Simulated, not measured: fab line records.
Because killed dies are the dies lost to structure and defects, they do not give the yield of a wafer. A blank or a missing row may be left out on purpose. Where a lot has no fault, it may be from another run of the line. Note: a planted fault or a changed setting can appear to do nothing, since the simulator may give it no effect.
Chamber matching | flow nand-harc | NHARC_A_STAIRCASE_ETCH_253 on rie-diel-02: 4 sister chambers
The step etches the open film in C4F8/O2, target depth 50 nm, time 20.2 s. 14 wafers are shown with their chamber, then 7 later ones without.

## EACH WAFER AND ITS CHAMBER
wafer  | chamber | rf-vpp-V (V) | oes-product-au (a.u.) | run-length-s (s)
L963.1 | 0       | 906          | 0.950                 | 41.23
L963.2 | 1       | 901          | 0.967                 | 41.29
L963.3 | 2       | 897          | 0.967                 | 41.53
L969.1 | 1       | 902          | 0.936                 | 41.28
L969.4 | 0       | 905          | 0.914                 | 41.76
L969.6 | 1       | 902          | 0.936                 | 41.11
L970.1 | 1       | 902          | 0.966                 | 41.50
L970.4 | 0       | 905          | 0.967                 | 41.27
L970.5 | 3       | 893          | 0.990                 | 41.49
L973.1 | 3       | 892          | 0.981                 | 41.47
L973.3 | 0       | 905          | 0.932                 | 41.25
L973.6 | 1       | 900          | 0.973                 | 41.06
L985.4 | 2       | 897          | 0.959                 | 41.67
L985.5 | 3       | 892          | 0.973                 | 41.51

SIGNATURES (means of the wafers above)
reading        | chamber 0 | chamber 1 | chamber 2 | chamber 3 | scatter within a chamber
rf-vpp-V       | 905.25    | 901.40    | 897.00    | 892.33    | 0.679
oes-product-au | 0.94075   | 0.95560   | 0.96300   | 0.98133   | 0.0175
run-length-s   | 41.3775   | 41.2480   | 41.6000   | 41.4900   | 0.181
Rule: a wafer lies at a distance from a chamber equal to the root of the sum of squares, over the readings, of (its reading less the chamber's mean, divided by the reading's scatter). The wafer belongs to the nearest chamber; if the next one is less than 2 further off, it can't be placed. The scatter: take each reading less its chamber's mean, square it, sum over the shown wafers, divide by the number of wafers less the number of chambers, and take the root.

## WAFERS MISSING THEIR CHAMBER
wafer  | rf-vpp-V (V) | oes-product-au (a.u.) | run-length-s (s)
L985.6 | 898          | 0.961                 | 41.54
L984.1 | 906          | 0.964                 | 41.88
L984.2 | 898          | 0.962                 | 41.79
L984.5 | 892          | 0.950                 | 41.25
L986.1 | 901          | 0.935                 | 41.19
L986.4 | 899          | 0.969                 | 41.68
L986.6 | 891          | 0.945                 | 41.29

## WHICH CHAMBER EACH WENT THROUGH
wafer  | from the rows above     | in truth
L985.6 | 2                       | 2
L984.1 | 0                       | 0
L984.2 | 2                       | 2
L984.5 | 3                       | 3
L986.1 | 1                       | 1
L986.4 | can't be placed: 2 or 1 | 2
L986.6 | 3                       | 3
Correct placement for 6 of the 7. Unplaceable from these rows: 1, with the true chamber sitting among the candidates in 1. 0 placed wrongly.
